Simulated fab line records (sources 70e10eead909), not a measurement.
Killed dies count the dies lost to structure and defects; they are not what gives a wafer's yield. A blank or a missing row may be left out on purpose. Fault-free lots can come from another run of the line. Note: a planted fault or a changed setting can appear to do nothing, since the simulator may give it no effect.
Which tool was responsible? ; flow nand harc ; Sampling: 15 lots, 45 wafers, 4 of 1159 route steps

WHAT THE GAUGES READ, wafer by wafer
NHARC_A_BONDPAD_CD_MEAS_09: the cd target is 500 nm. Usual: cd nm at 499.8 nm, with a standard deviation of 1.1.
lot;measured;on;cd nm (nm);flag
L937;day 19 03:39;cd sem-01;499.8 500.8 499.7;
L940;day 19 06:03;cd sem-03;500.8 499.7 500.2;
L939;day 19 06:11;cd sem-03;498.2 497.9 499.1;
L941;day 19 09:02;cd sem-03;500.7 500.7 499.3;
L943;day 20 01:45;cd sem-03;499.5 499.6 499.8;
L945;day 20 12:36;cd sem-03;499.0 499.8 496.6;
L944;day 21 02:48;cd sem-01;499.9 499.8 500.5;
L949;day 21 16:22;cd sem-03;500.4 501.7 501.6;
L950;day 21 18:39;cd sem-03;501.1 500.2 501.8;
L948;day 22 06:12;cd sem-02;499.0 499.5 501.2;
L947;day 22 16:44;cd sem-02;501.0 501.1 502.1;
L955;day 22 20:03;cd sem-01;501.3 498.6 500.1;
L954;day 22 20:46;cd sem-02;498.8 498.7 498.6;
L956;day 23 01:54;cd sem-01;501.6 498.9 497.9;
L959;day 23 07:00;cd sem-01;500.5 500.4 499.4;

WHICH TOOL RAN EACH LOT (tool, then ch and the chambers of the sampled wafers, then the start)
lot;NHARC_A_M1_ETCH_35;NHARC_A_M1_ANNEAL_31;NHARC_A_BONDPAD_DEP_00
L937;rie diel-03 ch 0,2,3, day 18 23:14;rtp anneal-02 ch 0, day 19 01:01;pecvd-03 ch 0,1,2, day 19 02:32
L940;rie diel-10 ch 0,2,3, day 19 01:19;rtp anneal-01 ch 0, day 19 03:26;pecvd-02 ch 0,1,2, day 19 05:05
L939;rie diel-03 ch 0,1,3, day 19 01:28;rtp anneal-02 ch 0, day 19 03:24;pecvd-04 ch 0,2, day 19 05:04
L941;rie diel-12 ch 0,1,3, day 19 04:31;rtp anneal-01 ch 0, day 19 06:11;pecvd-02 ch 0,1,2, day 19 07:47
L943;rie diel-10 ch 1,2,3, day 19 20:35;rtp anneal-01 ch 0, day 19 22:35;pecvd-03 ch 0,1, day 20 00:31
L945;rie diel-03 ch 0,1,3, day 20 08:10;rtp anneal-01 ch 0, day 20 09:56;pecvd-03 ch 0,2, day 20 11:26
L944;rie diel-12 ch 1,2,3, day 20 21:26;rtp anneal-02 ch 0, day 20 23:13;pecvd-04 ch 0,2, day 21 01:40
L949;rie diel-12 ch 0,1,3, day 21 11:52;rtp anneal-02 ch 0, day 21 13:37;pecvd-02 ch 0,1, day 21 15:05
L950;rie diel-12 ch 1,2, day 21 14:12;rtp anneal-02 ch 0, day 21 15:56;pecvd-03 ch 0,1, day 21 17:28
L948;rie diel-10 ch 0,2, day 22 01:46;rtp anneal-02 ch 0, day 22 03:26;pecvd-02 ch 0,2, day 22 05:04
L947;rie diel-03 ch 0,1,3, day 22 12:17;rtp anneal-02 ch 0, day 22 14:01;pecvd-04 ch 0,1,2, day 22 15:34
L955;rie diel-03 ch 0,2,3, day 22 15:29;rtp anneal-02 ch 0, day 22 17:17;pecvd-03 ch 0,1,2, day 22 18:49
L954;rie diel-10 ch 0,1,3, day 22 15:46;rtp anneal-01 ch 0, day 22 18:04;pecvd-03 ch 0,1,2, day 22 19:32
L956;rie diel-03 ch 1,3, day 22 21:25;rtp anneal-02 ch 0, day 22 23:07;pecvd-02 ch 0,1,2, day 23 00:41
L959;rie diel-03 ch 0,3, day 23 02:32;rtp anneal-02 ch 0, day 23 04:20;pecvd-04 ch 0,1,2, day 23 05:46
- NHARC_A_M1_ETCH_35: etches the open film in N2/H2, target depth 40 nm, overetch 12 nm, time 43.94 s.
- NHARC_A_M1_ANNEAL_31: time 90 s.
- NHARC_A_BONDPAD_DEP_00: deposits SiCN, target thk 250 nm.

AS READ BY THE TOOLS THEMSELVES (means over the sampled wafers that have a number; for cases with no such wafer, the mark the record gives instead)
NHARC_A_M1_ETCH_35. Usual: drypump motor current A 5.41 A, standard deviation 0.26; oes product au 0.998 a.u., standard deviation 0.0069; rf vpp V 431.1 V, standard deviation 2.3; showerhead plenum p Torr 2.06 Torr, standard deviation 0.079; throttle valve pct 14.171 %, standard deviation 0.0089.
lot;tool;drypump motor current A (A);oes product au (a.u.);rf vpp V (V);showerhead plenum p Torr (Torr);throttle valve pct (%);flag
L937;rie diel-03;5.24;0.992;431.9;2.09;14.171;
L940;rie diel-10;5.53;1.003;429.0;1.97;14.174;
L939;rie diel-03;5.28;0.999;431.5;2.07;14.180;
L941;rie diel-12;5.30;0.991;432.9;2.13;14.170;
L943;rie diel-10;5.49;1.001;430.8;2.02;14.166;
L945;rie diel-03;5.29;1.000;431.7;2.07;14.166;
L944;rie diel-12;5.34;1.000;431.9;2.11;14.165;
L949;rie diel-12;5.30;0.991;433.0;2.13;14.163;
L950;rie diel-12;5.67;1.004;432.5;2.13;14.173;
L948;rie diel-10;5.61;1.004;428.8;1.99;14.167;
L947;rie diel-03;5.27;0.993;430.5;2.07;14.173;
L955;rie diel-03;5.22;0.989;432.3;2.09;14.169;
L954;rie diel-10;5.54;0.998;430.0;2.01;14.177;
L956;rie diel-03;5.36;0.999;431.9;2.11;14.175;
L959;rie diel-03;5.17;0.999;430.7;2.03;14.171;

NHARC_A_M1_ANNEAL_31. Usual: wafer_temp_C_max at 225.95, with a standard deviation of 0.23.
lot;tool;wafer_temp_C_max;flag
L937;rtp anneal-02;226.13;
L940;rtp anneal-01;226.08;
L939;rtp anneal-02;225.86;
L941;rtp anneal-01;225.91;
L943;rtp anneal-01;226.32;
L945;rtp anneal-01;225.95;
L944;rtp anneal-02;226.14;
L949;rtp anneal-02;225.80;
L950;rtp anneal-02;226.00;
L948;rtp anneal-02;225.95;
L947;rtp anneal-02;225.97;
L955;rtp anneal-02;225.76;
L954;rtp anneal-01;225.98;
L956;rtp anneal-02;225.92;
L959;rtp anneal-02;226.01;

NHARC_A_BONDPAD_DEP_00. Usual: chamber pressure Torr 3.000 Torr, standard deviation 0.007; heater power outer w 345 W, standard deviation 56; heater power w 594 W, standard deviation 94.
lot;tool;chamber pressure Torr (Torr);heater power outer w (W);heater power w (W);flag
L937;pecvd-03;3.001;418;693;
L940;pecvd-02;3.002;313;545;
L939;pecvd-04;2.998;246;431;
L941;pecvd-02;3.000;340;578;
L943;pecvd-03;3.007;346;602;
L945;pecvd-03;2.985;427;695;
L944;pecvd-04;2.998;271;468;
L949;pecvd-02;3.000;356;585;
L950;pecvd-03;2.994;364;634;
L948;pecvd-02;2.993;307;526;
L947;pecvd-04;3.002;276;496;
L955;pecvd-03;-;-;-;OFF
L954;pecvd-03;-;-;-;OFF
L956;pecvd-02;-;-;-;OFF
L959;pecvd-04;3.002;325;555;

THE ANSWER, worked out from the rows above alone
Rule: lot off if the mean of its wafers having a number is beyond 3 standard deviations from the usual mean. A lot without any number at a reading at which 4 lots or more have one is off too. Any other lot the step has rows for is counted as sound. Order of review: gauges by route order, followed by the tools' own readings, for which a lot's mean as printed above is used. At the first step where some lot is off, the reading lying furthest off is the one used; lots without a number count as furthest.
Off, at NHARC_A_BONDPAD_DEP_00 on chamber pressure Torr: L955, L954, L956. Without a number there: L955, L954, L956.
A tool fits if, at that step or a process step before it, it ran every lot that is off, and no sound lot after the first of them. None of those tried fits.

WHAT WAS PUT IN BY THE SIMULATOR
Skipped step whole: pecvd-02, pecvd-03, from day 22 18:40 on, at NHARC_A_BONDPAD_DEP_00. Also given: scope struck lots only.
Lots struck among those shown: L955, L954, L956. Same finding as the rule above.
